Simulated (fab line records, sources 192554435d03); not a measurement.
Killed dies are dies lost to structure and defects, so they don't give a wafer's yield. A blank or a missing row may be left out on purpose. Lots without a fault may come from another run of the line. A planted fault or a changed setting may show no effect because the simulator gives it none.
fab line records | flow n5_finfet
record lots=7 wafers=21
route steps=1938 shown FIN_SAQP@99 FIN_CUT@160 STI_FIN_REVEAL@190 DUMMY_GATE@237 SDB@349 HKMG_FIN@406 GATE_CUT@478
start_h: hours from the record's first day to the start of the lot's first wafer shown | wait_h: hours since the lot's step before | " the same as in the row above | L1.1+2: a row that stands for several wafers | - no value, or no start given | * or withheld: withheld | < > ~ a bound
route shown NAME@n: a module of which the file shows steps, and the number in the route of the first | usual: mean/standard deviation of fault-free wafers | same: alike in all rows | chamber/n: place in a boat | sites: the reading at each site | _std_site: their standard deviation | _edge_site: outer sites' mean less inner sites' | radius_mm: how far each site lies from the wafer's centre | mask NAME#n: copy n | behind: the tool/chamber that last shaped the wafer | hold: why the lot was held/for how many hours/how that ended | device: the transistor (n, p or np) that didn't switch | end of line: the same wafers' tests at the end of the route | a step without rows: its recipe alone | killed: dies lost to structure and defects at the first sort, not the wafer's yield | map: a wafer's dies, x killed, . not, _ none there
set.NAME: the setting as run; set.NAME@STEP: as run at that earlier step | model.NAME: the simulator's own value behind a step, which no gauge read
lots whose settings were changed on purpose; a table a step, a row a wafer
## steps
# step N5_FIN_SAQP_PECVD_48
# recipe material=SiNx target_thk_a=250 temp_c=400 precursor=SiH4/NH3/N2 pressure_torr=1.5 rf_w=300 time_s=22.1
# columns lot.wafer tool chamber start_h wait_h set.time_s model.SiNx_of_FIN_SAQP_PECVD_48.thk_nm
L079.1 pecvd-03 0 51.01 0.0 24.41 27.76
L079.2 " 2 " " 24.41 27.36
L079.5 " 1 " " 24.41 27.71
L088.2 pecvd-03 0 105.55 0.0 22.1 25.09
L088.4 " 2 " " 21.14 23.88
L088.6 " 0 " " 22.1 25.07
L090.1 pecvd-03 1 117.65 0.0 22.1 24.58
L090.3 " 0 " " 22.1 25.18
L090.5 " 1 " " 20.77 23.52
L092.1 pecvd-02 0 129.24 0.0 22.1 24.7
L092.2 " 1 " " 22.1 25.08
L092.3 " 2 " " 22.1 24.92
L094.1 pecvd-02 0 141.63 0.0 25.21 28.37
L094.4 " 2 " " 22.1 25.35
L094.6 " 1 " " 22.1 25.36
L095.1 pecvd-02 2 148.67 0.0 22.1 24.96
L095.2 " 1 " " 22.1 25.27
L095.6 " 0 " " 22.1 25.18
L096.1 pecvd-03 0 155.59 0.0 24.22 26.95
L096.3 " 1 " " 24.22 27.28
L096.6 " 0 " " 22.1 25.29
# step N5_FIN_SAQP_DEVELOP_15
# recipe develop_time_s=30 developer=TMAH resist=CAR-ArF dev_temp_c=23 rinse_liquid=diw dry=air_spin
# columns lot.wafer tool chamber start_h wait_h set.develop_time_s
L079.1+2+5 litho_track-04 0 - - 30
L088.2+4+6 litho_track-05 0 - - 30
L090.1+3+5 litho_track-03 0 - - 30
L092.1 litho_track-03 0 - - 30
L092.2+3 " 0 " " 26.89
L094.1+4+6 litho_track-05 0 - - 30
L095.1+2+6 litho_track-04 0 - - 30
L096.1+3+6 litho_track-05 0 - - 30
# step N5_FIN_SAQP_MANDREL1_REMOVE_56
# recipe chemistry=HBr/Cl2/O2 bt_time_s=10 target=a-Si stop_on=SiNx endpoint=OES-SiCl over_etch_frac=1 icp_w=600 bias_w=22 HBr_flow_sccm=150 Cl2_flow_sccm=80 O2_flow_sccm=5 pressure_mtorr=10
# step N5_FIN_SAQP_ETCH_57
# recipe chemistry=CH3F/O2 target=SiNx mask_material=SiO2 target_depth_a=325 time_s=46.4 pressure_mtorr=30 source_w=395 bias_w=73 Ar_flow_sccm=150 CH3F_flow_sccm=30 O2_flow_sccm=20 ion_energy_ev=120 ends=cleared
# usual etch_rf_on_time_s=46.6/0.94
# columns lot.wafer tool chamber start_h wait_h set.time_s@FIN_SAQP_PECVD_48 etch_rf_on_time_s model.etch.depth_nm
L079.1 rie_diel-06 0 54.11 0.0 24.41 53.0 27.76
L079.2 " 1 " " 24.41 50.9 27.3
L079.5 " 3 " " 24.41 51.9 27.71
L088.2 rie_diel-06 0 114.47 0.0 22.1 48.1 25.09
L088.4 " 1 " " 21.14 44.4 23.88
L088.6 " 0 " " 22.1 47.4 25.01
L090.1 rie_diel-05 0 120.43 0.0 22.1 44.0 24.55
L090.3 " 3 " " 22.1 47.2 25.18
L090.5 " 1 " " 20.77 43.9 23.45
L092.1 rie_diel-02 2 132.50 0.0 22.1 46.7 24.7
L092.2 " 0 " " 22.1 46.2 25.08
L092.3 " 3 " " 22.1 46.2 24.92
L094.1 rie_diel-02 3 145.10 0.0 25.21 52.6 28.37
L094.4 " 2 " " 22.1 47.8 25.29
L094.6 " 3 " " 22.1 47.1 25.3
L095.1 rie_diel-02 1 152.50 0.2 22.1 47.0 24.96
L095.2 " 3 " " 22.1 46.9 25.27
L095.6 " 0 " " 22.1 47.0 25.18
L096.1 rie_diel-06 0 160.44 0.5 24.22 51.2 26.95
L096.3 " 2 " " 24.22 52.6 27.23
L096.6 " 0 " " 22.1 48.4 25.29
# step N5_FIN_CUT_EXPOSE_05
# recipe mask_id=FIN_CUT na=0.33 source_shape=annular sigma_inner=0.35 sigma_outer=0.8 polarization=unpolarized dose_mj=45.75
# columns lot.wafer tool chamber start_h wait_h mask set.dose_mj
L079.1+2+5 euv_scanner-02 0 56.49 - FIN_CUT#0 45.75
L088.2+4+6 euv_scanner-01 0 116.86 - FIN_CUT#0 45.75
L090.1+3 euv_scanner-01 0 124.59 - FIN_CUT#0 42.67
L090.5 " 0 " " FIN_CUT#0 45.75
L092.1+3 euv_scanner-01 0 135.03 - FIN_CUT#0 46.65
L092.2 " 0 " " FIN_CUT#0 45.75
L094.1+6 euv_scanner-01 0 147.48 - FIN_CUT#0 45.75
L094.4 " 0 " " FIN_CUT#0 46.79
L095.1+2+6 euv_scanner-01 0 156.69 - FIN_CUT#0 45.75
L096.1+3 euv_scanner-01 0 162.70 - FIN_CUT#0 49.16
L096.6 " 0 " " FIN_CUT#0 45.75
# step N5_FIN_CUT_PEB_06
# recipe peb_temp_c=100 peb_time_s=60 resist=CAR-EUV
# step N5_FIN_CUT_DEVELOP_07
# recipe develop_time_s=30 developer=TMAH resist=CAR-EUV rinse_liquid=surfactant_rinse dry=air_spin dev_temp_c=23
# step N5_FIN_CUT_CD_MEAS_08
# recipe target_cd_nm=29.1 landing_energy_ev=500 detector=se_inlens polarity=opening
# usual cd_nm=29.14/0.25
# columns lot.wafer tool chamber start_h wait_h set.dose_mj@FIN_CUT_EXPOSE_05 cd_nm
L079.1 cd_sem-02 0 56.62 - 45.75 29.08
L079.2 " 0 " " 45.75 28.89
L079.5 " 0 " " 45.75 29.23
L088.2 cd_sem-02 0 116.99 - 45.75 29.47
L088.4 " 0 " " 45.75 29.21
L088.6 " 0 " " 45.75 29.03
L090.1 cd_sem-01 0 124.72 - 42.67 28.02
L090.3 " 0 " " 42.67 28.00
L090.5 " 0 " " 45.75 29.30
L092.1 cd_sem-02 0 135.16 - 46.65 29.59
L092.2 " 0 " " 45.75 29.04
L092.3 " 0 " " 46.65 29.38
L094.1 cd_sem-03 0 147.61 - 45.75 29.21
L094.4 " 0 " " 46.79 29.08
L094.6 " 0 " " 45.75 29.12
L095.1 cd_sem-03 0 156.82 - 45.75 29.09
L095.2 " 0 " " 45.75 28.74
L095.6 " 0 " " 45.75 29.03
L096.1 cd_sem-01 0 162.84 - 49.16 30.51
L096.3 " 0 " " 49.16 30.39
L096.6 " 0 " " 45.75 29.34
# step N5_FIN_CUT_DESCUM_13
# recipe chemistry=O2 time_s=7 source_power_w=50 bias_power_w=20 pressure_mtorr=20 rf_frequency_hz=2.712e+07 temp_c=40 resist=CAR-EUV o2_flow_sccm=225
# step N5_FIN_CUT_ETCH_30
# recipe chemistry=N2/H2 target=underlayer target_depth_a=130 mask_material=CAR-EUV time_s=10.4 ion_energy_ev=200 pressure_mtorr=30 source_w=840 bias_w=150 n2_flow_sccm=200 h2_flow_sccm=200 ends=cleared
# columns lot.wafer tool chamber start_h wait_h set.dose_mj@FIN_CUT_EXPOSE_05 model.FIN_CUT.cd_offset_nm
L079.1+2+5 rie_diel-01 0,1,1 56.79 0.0 45.75 0
L088.2+4 rie_diel-01 1,3 117.30 0.0 45.75 -0.2
L088.6 " 0 " " 45.75 0
L090.1+3 rie_diel-04 1,0 124.89 0.0 42.67 -1
L090.5 " 1 " " 45.75 0.2
L092.1 rie_diel-03 0 135.32 0.0 46.65 0
L092.2 " 1 " " 45.75 0.4
L092.3 " 2 " " 46.65 0.2
L094.1+6 rie_diel-04 2,0 148.66 0.0 45.75 -0.2
L094.4 " 3 " " 46.79 0.6
L095.1+2+6 rie_diel-01 3,1,3 156.98 0.0 45.75 0.2
L096.1 rie_diel-01 0 163.29 0.0 49.16 1.8
L096.3 " 2 " " 49.16 1.2
L096.6 " 0 " " 45.75 0.4
# step N5_FIN_CUT_ETCH_20
# recipe chemistry=CF4 target=SiARC target_depth_a=260 mask_material=CAR-EUV time_s=43.3 ion_energy_ev=80 pressure_mtorr=40 source_w=545 bias_w=36 Ar_flow_sccm=100 cf4_flow_sccm=100 ends=cleared
# columns lot.wafer tool chamber start_h wait_h set.dose_mj@FIN_CUT_EXPOSE_05 model.FIN_CUT.cd_offset_nm
L079.1+5 rie_diel-01 0,1 56.81 0.0 45.75 0
L079.2 " 1 " " 45.75 -0.2
L088.2 rie_diel-01 1 117.32 0.0 45.75 -0.2
L088.4+6 " 3,0 " " 45.75 0
L090.1+3 rie_diel-04 1,0 124.91 0.0 42.67 -1
L090.5 " 1 " " 45.75 0.4
L092.1+3 rie_diel-03 0,2 135.34 0.0 46.65 0.2
L092.2 " 1 " " 45.75 0.4
L094.1+6 rie_diel-04 2,0 148.68 0.0 45.75 0
L094.4 " 3 " " 46.79 0.6
L095.1+6 rie_diel-01 3 157.00 0.0 45.75 0.2
L095.2 " 1 " " 45.75 0
L096.1 rie_diel-01 0 163.31 0.0 49.16 1.8
L096.3 " 2 " " 49.16 1.2
L096.6 " 0 " " 45.75 0.4
# step N5_STI_FIN_REVEAL_ETCHBACK_08
# recipe chemistry=C4F6/O2 target=SiO2 target_depth_a=305 time_s=10.167 ion_energy_ev=250 pressure_mtorr=30 source_w=345 bias_w=185 Ar_flow_sccm=300 C4F6_flow_sccm=10 O2_flow_sccm=10
# columns lot.wafer tool chamber start_h wait_h set.time_s
L079.1 rie_diel-06 2 63.38 0.2 9.061
L079.2+5 " 1,0 " " 10.167
L088.2 rie_diel-05 1 124.21 0.2 10.167
L088.4+6 " 3,2 " " 8.193
L090.1+3 rie_diel-05 1,2 132.21 0.2 10.167
L090.5 " 0 " " 8.77
L092.1+2 rie_diel-06 1,3 142.48 0.5 9.293
L092.3 " 2 " " 10.167
L094.1+4+6 rie_diel-02 0,3,2 155.65 0.2 10.167
L095.1+2+6 rie_diel-02 3,0,1 163.74 0.4 10.167
L096.1 rie_diel-02 1 169.89 0.2 10.167
L096.3+6 " 0,1 " " 11.99
# step N5_STI_FIN_REVEAL_OXIDATION_31
# recipe chemistry=O2_PLASMA_REMOTE temp_c=150 time_s=20 pressure_mtorr=1000 source_power_w=2000 o2_flow_sccm=3000
# columns lot.wafer tool chamber start_h wait_h set.time_s
L079.1+2 plasma_asher-02 1,0 65.79 0.0 16.66
L079.5 " 0 " " 20
L088.2+4+6 plasma_asher-01 0 126.63 0.0 20
L090.1 plasma_asher-02 0 134.65 0.1 20
L090.3+5 " 0,1 " " 21.71
L092.1+3 plasma_asher-02 1,0 145.10 0.3 20
L092.2 " 0 " " 21.14
L094.1+4 plasma_asher-02 1 158.06 0.0 18.74
L094.6 " 1 " " 20
L095.1+2+6 plasma_asher-02 0,1,1 166.16 0.0 20
L096.1+3+6 plasma_asher-02 0,1,0 172.30 0.0 20
# step N5_STI_FIN_REVEAL_PRECLEAN_32
# recipe chemistry=NF3:NH3 afs_cycles=1 temp_c=30 time_s=20 sublimation_temp_c=180 sublimation_time_s=60 pressure_torr=3 rf_power_w=30
# step N5_STI_FIN_REVEAL_STRIP_35
# recipe chemistry=H3PO4 material=Si3N4 temp_c=165 target_depth_a=40 time_s=39
# step N5_STI_FIN_REVEAL_SRD_23
# recipe dry=ipa_marangoni time_s=30 temp_c=23 rinse_liquid=diw
# step N5_STI_FIN_REVEAL_FIN_H_MEAS_10
# usual trench_depth_nm=51.8/0.69
# columns lot.wafer tool chamber start_h wait_h set.time_s@STI_FIN_REVEAL_ETCHBACK_08 trench_depth_nm
L079.1 ocd-02 - 66.39 0.0 9.061 48.4
L079.2 " - " " 10.167 52.7
L079.5 " - " " 10.167 52.5
L088.2 ocd-02 - 127.19 0.0 10.167 50.8
L088.4 " - " " 8.193 45.7
L088.6 " - " " 8.193 45.1
L090.1 ocd-02 - 135.20 0.0 10.167 51.3
L090.3 " - " " 10.167 51.1
L090.5 " - " " 8.77 48.1
L092.1 ocd-02 - 145.65 0.0 9.293 49.5
L092.2 " - " " 9.293 49.8
L092.3 " - " " 10.167 51.5
L094.1 ocd-02 - 158.60 0.0 10.167 52.3
L094.4 " - " " 10.167 51.8
L094.6 " - " " 10.167 51.6
L095.1 ocd-02 - 166.71 0.0 10.167 52.5
L095.2 " - " " 10.167 52.1
L095.6 " - " " 10.167 52.2
L096.1 ocd-02 - 172.85 0.0 10.167 52.1
L096.3 " - " " 11.99 57.9
L096.6 " - " " 11.99 57.6
# step N5_DUMMY_GATE_ETCH_37
# recipe chemistry=N2/H2 target=SOC target_depth_a=600 overetch_a=300 temp_c=40 ion_energy_ev=200 pressure_mtorr=30 source_w=840 bias_w=150 n2_flow_sccm=200 h2_flow_sccm=200
# usual rf_vpp_V=523.8/2.1
# columns lot.wafer tool chamber start_h wait_h set.source_w rf_vpp_V
L079.1 rie_diel-03 2 75.75 0.0 840 521.6
L079.2 " 3 " " 878.6 517.5
L079.5 " 1 " " 878.6 517.2
L088.2 rie_diel-01 2 136.17 0.0 840 524.3
L088.4 " 1 " " 739.1 542.5
L088.6 " 3 " " 840 523.5
L090.1 rie_diel-04 0 144.62 0.0 840 526.2
L090.3 " 3 " " 840 523.5
L090.5 " 0 " " 840 526.7
L092.1 rie_diel-03 3 154.84 0.0 840 522.4
L092.2 " 1 " " 796.2 535.0
L092.3 " 2 " " 796.2 529.4
L094.1 rie_diel-01 0 167.83 0.0 840 526.1
L094.4 " 1 " " 840 520.2
L094.6 " 2 " " 840 523.7
L095.1 rie_diel-01 1 180.36 0.0 840 520.3
L095.2 " 2 " " 840 524.2
L095.6 " 3 " " 840 522.5
L096.1 rie_diel-04 1 181.70 0.0 892.4 515.6
L096.3 " 3 " " 840 521.7
L096.6 " 1 " " 840 528.4
# step N5_SDB_COAT_04
# recipe resist=SiARC temp_c=220 time_s=60 spin_rpm=1500 resist_thk_nm=18
# columns lot.wafer tool chamber start_h wait_h set.spin_rpm model.SiARC_of_SDB_COAT_04.thk_nm
L079.1+5 litho_track-04 0 - - 1500 18
L079.2 " 0 " " 1448 18.4
L088.2+6 litho_track-04 0 - - 1500 18
L088.4 " 0 " " 1579 17.6
L090.1+3+5 litho_track-05 0 - - 1500 18
L092.1 litho_track-05 0 - - 1364 18.8
L092.2 " 0 " " 1500 18
L092.3 " 0 " " 1364 19
L094.1+4+6 litho_track-05 0 - - 1500 18
L095.1+2+6 litho_track-04 0 - - 1500 18
L096.1 litho_track-05 0 - - 1500 17.8
L096.3+6 " 0 " " 1500 18
# step N5_SDB_COAT_05
# recipe resist=CAR-ArF spin_rpm=1500 resist_thk_nm=90
# step N5_SDB_EBR_07
# recipe solvent=PGMEA ebr_width_mm=1.5
# step N5_SDB_DESCUM_16
# recipe chemistry=O2 time_s=7.9 source_power_w=50 bias_power_w=20 pressure_mtorr=20 rf_frequency_hz=2.712e+07 temp_c=40 resist=CAR-ArF o2_flow_sccm=225
# step N5_SDB_ETCH_17
# recipe chemistry=CF4 target=SiARC target_depth_a=234 mask_material=CAR-ArF time_s=39 ion_energy_ev=80 pressure_mtorr=40 source_w=545 bias_w=36 Ar_flow_sccm=100 cf4_flow_sccm=100 ends=cleared
# columns lot.wafer tool chamber start_h wait_h set.spin_rpm@SDB_COAT_04 model.etch.depth_nm model.CAR-ArF_of_SDB_COAT_05.thk_nm
L079.1 rie_diel-06 0 94.92 0.0 1500 18.01 67
L079.2 " 2 " " 1448 18.31 66.6
L079.5 " 0 " " 1500 17.97 66.6
L088.2 rie_diel-06 1 156.90 0.0 1500 18.08 66.6
L088.4 " 1 " " 1579 17.61 67.2
L088.6 " 2 " " 1500 18.1 66.8
L090.1 rie_diel-05 3 164.63 0.0 1500 17.94 67.2
L090.3 " 1 " " 1500 18 67.2
L090.5 " 1 " " 1500 17.96 67
L092.1 rie_diel-06 1 174.99 0.0 1364 18.85 66
L092.2 " 3 " " 1500 17.98 67
L092.3 " 0 " " 1364 18.91 65.8
L094.1 rie_diel-05 3 187.27 0.0 1500 17.98 66.4
L094.4 " 1 " " 1500 18.02 66.2
L094.6 " 1 " " 1500 17.96 66.4
L095.1 rie_diel-05 1 199.93 0.0 1500 17.95 66.6
L095.2 " 2 " " 1500 17.94 66.2
L095.6 " 2 " " 1500 17.96 66.6
L096.1 rie_diel-02 3 201.52 0.0 1500 17.86 67.2
L096.3+6 " 0,1 " " 1500 17.95 67
# step N5_SDB_ETCH_18
# recipe chemistry=N2/H2 target=SOC target_depth_a=1000 overetch_a=200 mask_material=SiARC temp_c=40 time_s=150 ion_energy_ev=200 pressure_mtorr=30 source_w=840 bias_w=150 n2_flow_sccm=200 h2_flow_sccm=200
# columns lot.wafer tool chamber start_h wait_h set.spin_rpm@SDB_COAT_04 model.SiARC_of_SDB_COAT_04.thk_nm
L079.1+5 rie_diel-06 0 94.95 0.0 1500 13
L079.2 " 2 " " 1448 13.4
L088.2 rie_diel-06 1 156.93 0.0 1500 12.8
L088.4 " 1 " " 1579 12.2
L088.6 " 2 " " 1500 13.2
L090.1+3+5 rie_diel-05 3,1,1 164.67 0.0 1500 12.8
L092.1 rie_diel-06 1 175.02 0.0 1364 13.6
L092.2 " 3 " " 1500 13
L092.3 " 0 " " 1364 14
L094.1+4+6 rie_diel-05 3,1,1 187.31 0.0 1500 12.8
L095.1+2+6 rie_diel-05 1,2,2 199.96 0.0 1500 12.8
L096.1 rie_diel-02 3 201.56 0.0 1500 12.6
L096.3 " 0 " " 1500 12.4
L096.6 " 1 " " 1500 12.8
# step N5_HKMG_FIN_ETCH_58
# recipe chemistry=N2/H2 target=SOC target_depth_a=2158 ion_energy_ev=50 bias_w=13 time_s=741 pressure_mtorr=30 source_w=875 n2_flow_sccm=200 h2_flow_sccm=200
# usual rf_vpp_V=99.1/0.95
# columns lot.wafer tool chamber start_h wait_h set.source_w rf_vpp_V model.HKMG_FIN.feature_depth_nm model.SOC_of_HKMG_FIN_COAT_41.thk_nm model.etch.depth_nm
L079.1 rie_diel-05 0 101.60 0.0 875 99.1 226.4 73.6 226.5
L079.2 " 2 " " 875 100.2 211.8 88.4 211.8
L079.5 " 0 " " 875 99.6 226.8 74 226.7
L088.2 rie_diel-05 2 163.75 0.0 875 99.8 212.6 87.6 212.6
L088.4 " 2 " " 1029 94.4 244.2 55.6 244.1
L088.6 " 1 " " 1029 93.3 243.6 56 243.7
L090.1 rie_diel-06 0 170.70 0.0 775 102.7 186.6 113.8 186.6
L090.3 " 3 " " 875 98.2 209.4 90.8 209.4
L090.5 " 1 " " 775 103.8 189.4 110.6 189.3
L092.1 rie_diel-02 3 180.88 0.0 875 98.8 219.6 81.8 219.7
L092.2 " 0 " " 875 100.6 217.4 83.2 217.4
L092.3 " 1 " " 875 99.5 216.8 83.6 216.8
L094.1 rie_diel-02 0 193.21 0.0 875 98.9 216.8 82.8 216.8
L094.4 " 1 " " 875 98.7 216.4 83.2 216.4
L094.6 " 0 " " 875 98.5 217.2 83.2 217.3
L095.1 rie_diel-02 0 205.89 0.0 875 99.3 219.6 82 219.6
L095.2 " 3 " " 875 100.1 219.4 81.6 219.4
L095.6 " 3 " " 875 99.6 219.4 83 219.4
L096.1 rie_diel-06 2 207.52 0.0 875 98.4 205.8 95.2 205.8
L096.3 " 1 " " 875 98.9 214.8 85 214.7
L096.6 " 1 " " 875 97.7 215.4 84.8 215.5
# step N5_HKMG_FIN_ETCH_86
# recipe chemistry=N2/H2 target=SOC target_depth_a=3932 stop_on=TiN ion_energy_ev=100 bias_w=61 pressure_mtorr=30 source_w=850 n2_flow_sccm=200 h2_flow_sccm=200
# columns lot.wafer tool chamber start_h wait_h set.target_depth_a model.SOC_of_HKMG_FIN_COAT_85.thk_nm
L079.1 rie_diel-06 3 106.33 - 3707 33.6
L079.2+5 " 2 " " 3932 19.8
L088.2 rie_diel-05 2 168.15 - 3932 21.2
L088.4 " 2 " " 3558 47.8
L088.6 " 1 " " 3558 44.4
L090.1 rie_diel-05 2 175.12 - 3932 21
L090.3 " 1 " " 3932 17.2
L090.5 " 2 " " 3793 30.8
L092.1 rie_diel-06 1 185.79 - 3932 18
L092.2+3 " 2,0 " " 4111 8.6
L094.1+6 rie_diel-06 0 197.93 - 3932 20
L094.4 " 3 " " 3932 18.2
L095.1 rie_diel-06 2 210.37 - 3932 20.8
L095.2 " 0 " " 3932 20
L095.6 " 3 " " 3932 18.2
L096.1 rie_diel-02 2 211.84 - 4128 8.6
L096.3 " 0 " " 4128 8.4
L096.6 " 1 " " 3932 16.4
# step N5_GATE_CUT_COAT_34
# recipe resist=SOC temp_c=250 time_s=60 spin_rpm=1500 resist_thk_nm=60
# columns lot.wafer tool chamber start_h wait_h set.spin_rpm model.SOC_of_GATE_CUT_COAT_34.thk_nm
L079.1 litho_track-05 0 112.70 0.0 1500 60
L079.2+5 " 0 " " 1500 59.8
L088.2 litho_track-04 0 174.62 0.0 1349 63.2
L088.4 " 0 " " 1349 63.4
L088.6 " 0 " " 1500 60
L090.1+3 litho_track-04 0 181.67 0.0 1500 60
L090.5 " 0 " " 1551 58.8
L092.1+3 litho_track-05 0 193.35 0.0 1390 62
L092.2 " 0 " " 1500 59.8
L094.1 litho_track-04 0 204.31 0.0 1500 59.8
L094.4 " 0 " " 1344 62.8
L094.6 " 0 " " 1344 63
L095.1+2 litho_track-04 0 216.87 0.1 1500 59.8
L095.6 " 0 " " 1500 59.6
L096.1 litho_track-04 0 218.25 0.1 1457 60.6
L096.3+6 " 0 " " 1500 59.8
## key
split step=N5_FIN_SAQP_PECVD_48 setting=time_s stated=22.1 by=wafer
response step=N5_FIN_SAQP_PECVD_48 reading=model.SiNx_of_FIN_SAQP_PECVD_48.thk_nm change=+0.213 per=1% r=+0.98
response step=N5_FIN_SAQP_ETCH_57 reading=etch_rf_on_time_s change=* per=1% r=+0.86
response step=N5_FIN_SAQP_ETCH_57 reading=model.etch.depth_nm change=+0.215 per=1% r=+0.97
split step=N5_FIN_SAQP_DEVELOP_15 setting=develop_time_s stated=30 by=wafer
response none clear
split step=N5_FIN_CUT_EXPOSE_05 setting=dose_mj stated=45.75 by=wafer
response step=N5_FIN_CUT_CD_MEAS_08 reading=cd_nm change=+0.161 per=1% r=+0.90
response step=N5_FIN_CUT_ETCH_30 reading=model.FIN_CUT.cd_offset_nm change=+0.159 per=1% r=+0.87
response step=N5_FIN_CUT_ETCH_20 reading=model.FIN_CUT.cd_offset_nm change=+0.169 per=1% r=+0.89
split step=N5_STI_FIN_REVEAL_ETCHBACK_08 setting=time_s stated=10.167 by=wafer
response step=N5_STI_FIN_REVEAL_FIN_H_MEAS_10 reading=trench_depth_nm change=+0.288 per=1% r=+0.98
split step=N5_STI_FIN_REVEAL_OXIDATION_31 setting=time_s stated=20 by=wafer
response none clear
split step=N5_DUMMY_GATE_ETCH_37 setting=source_w stated=840 by=wafer
response step=N5_DUMMY_GATE_ETCH_37 reading=rf_vpp_V change=-1.52 per=1% r=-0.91
split step=N5_SDB_COAT_04 setting=spin_rpm stated=1500 by=wafer
response step=N5_SDB_COAT_04 reading=model.SiARC_of_SDB_COAT_04.thk_nm change=-0.0956 per=1% r=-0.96
response step=N5_SDB_ETCH_17 reading=model.etch.depth_nm change=-0.0965 per=1% r=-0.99
response step=N5_SDB_ETCH_17 reading=model.CAR-ArF_of_SDB_COAT_05.thk_nm change=+0.109 per=1% r=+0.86
response step=N5_SDB_ETCH_18 reading=model.SiARC_of_SDB_COAT_04.thk_nm change=-0.105 per=1% r=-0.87
split step=N5_HKMG_FIN_ETCH_58 setting=source_w stated=875 by=wafer
response step=N5_HKMG_FIN_ETCH_58 reading=rf_vpp_V change=-0.367 per=1% r=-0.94
response step=N5_HKMG_FIN_ETCH_58 reading=model.HKMG_FIN.feature_depth_nm change=+1.81 per=1% r=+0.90
response step=N5_HKMG_FIN_ETCH_58 reading=model.SOC_of_HKMG_FIN_COAT_41.thk_nm change=-1.83 per=1% r=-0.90
response step=N5_HKMG_FIN_ETCH_58 reading=model.etch.depth_nm change=+1.81 per=1% r=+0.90
split step=N5_HKMG_FIN_ETCH_86 setting=target_depth_a stated=3932 by=wafer
response step=N5_HKMG_FIN_ETCH_86 reading=model.SOC_of_HKMG_FIN_COAT_85.thk_nm change=-2.42 per=1% r=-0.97
split step=N5_GATE_CUT_COAT_34 setting=spin_rpm stated=1500 by=wafer
response step=N5_GATE_CUT_COAT_34 reading=model.SOC_of_GATE_CUT_COAT_34.thk_nm change=-0.311 per=1% r=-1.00
